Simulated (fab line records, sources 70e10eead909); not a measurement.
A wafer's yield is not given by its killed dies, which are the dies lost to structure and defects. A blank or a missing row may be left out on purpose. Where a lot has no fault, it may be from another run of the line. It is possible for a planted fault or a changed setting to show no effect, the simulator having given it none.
The tool behind it: which one? ; flow nandHarc ; at 1 step of a route of 1302, 24 lots with 72 wafers sampled

WHAT EACH GAUGE READ, for each wafer
NHARC_P_M1_INSPECT_27.
lot;measured;on;rawDefectCount
L074;day 6 10:53;defectInspect-02;168 192 235
L075;day 6 21:55;defectInspect-01;263 294 296
L076;day 7 00:32;defectInspect-02;368 419 387
L077;day 7 23:19;defectInspect-01;260 256 325
L078;day 8 00:31;defectInspect-01;260 258 260
L079;day 8 11:21;defectInspect-01;313 210 383
L080;day 8 16:44;defectInspect-02;269 411 506
L081;day 9 08:49;defectInspect-01;173 214 196
L082;day 9 15:40;defectInspect-01;140 127 124
L084;day 10 08:34;defectInspect-02;218 194 259
L083;day 10 09:23;defectInspect-02;228 146 180
L085;day 10 20:37;defectInspect-01;159 247 256
L086;day 11 06:38;defectInspect-02;307 433 360
L087;day 12 10:54;defectInspect-01;319 239 313
L088;day 12 11:22;defectInspect-01;316 250 280
L089;day 12 13:02;defectInspect-02;396 403 253
L090;day 12 23:32;defectInspect-01;296 361 277
L091;day 13 11:59;defectInspect-02;323 312 338
L092;day 13 17:02;defectInspect-01;433 243 589
L093;day 14 03:48;defectInspect-02;362 352 189
L094;day 14 08:46;defectInspect-02;284 397 559
L095;day 15 03:22;defectInspect-02;262 212 241
L096;day 15 11:04;defectInspect-01;460 256 551
L097;day 15 20:14;defectInspect-02;465 352 287

WHAT TOOL EACH LOT RAN ON (gives the tool, then ch and the chambers of the sampled wafers, and finally the start)
The record holds no process step before these readings.

WHAT THE TOOLS THEMSELVES READ (means of the sampled wafers that have a number; where no wafer has one, the mark that the record gives instead)
The record holds no such reading with a usual standard deviation.

THE ANSWER, worked out from the rows above alone
Rule: what is usual is taken from the lots themselves. Put in order of their means at a reading, lots are off if they are a third of the lots or fewer, leave a main group of 4 or more, and stand apart from it by a gap of 3 or more times the standard deviation of the main group's means; of several such gaps the widest counts. The tables above print the reading to a certain number of digits; a main group whose means all agree to those digits is not used. Also off: a lot with no number at a reading for which 4 or more lots have one. Where the step has rows for the other lots, those lots are counted as sound. Order of review: gauges by route order, followed by the tools' own readings, for which a lot's mean as printed above is used. At the first step where some lot is off, the reading lying furthest off is the one used; lots without a number count as furthest.
Nothing can be told from this: no lot is off at any reading shown.

WHAT THE SIMULATOR HAD PUT IN
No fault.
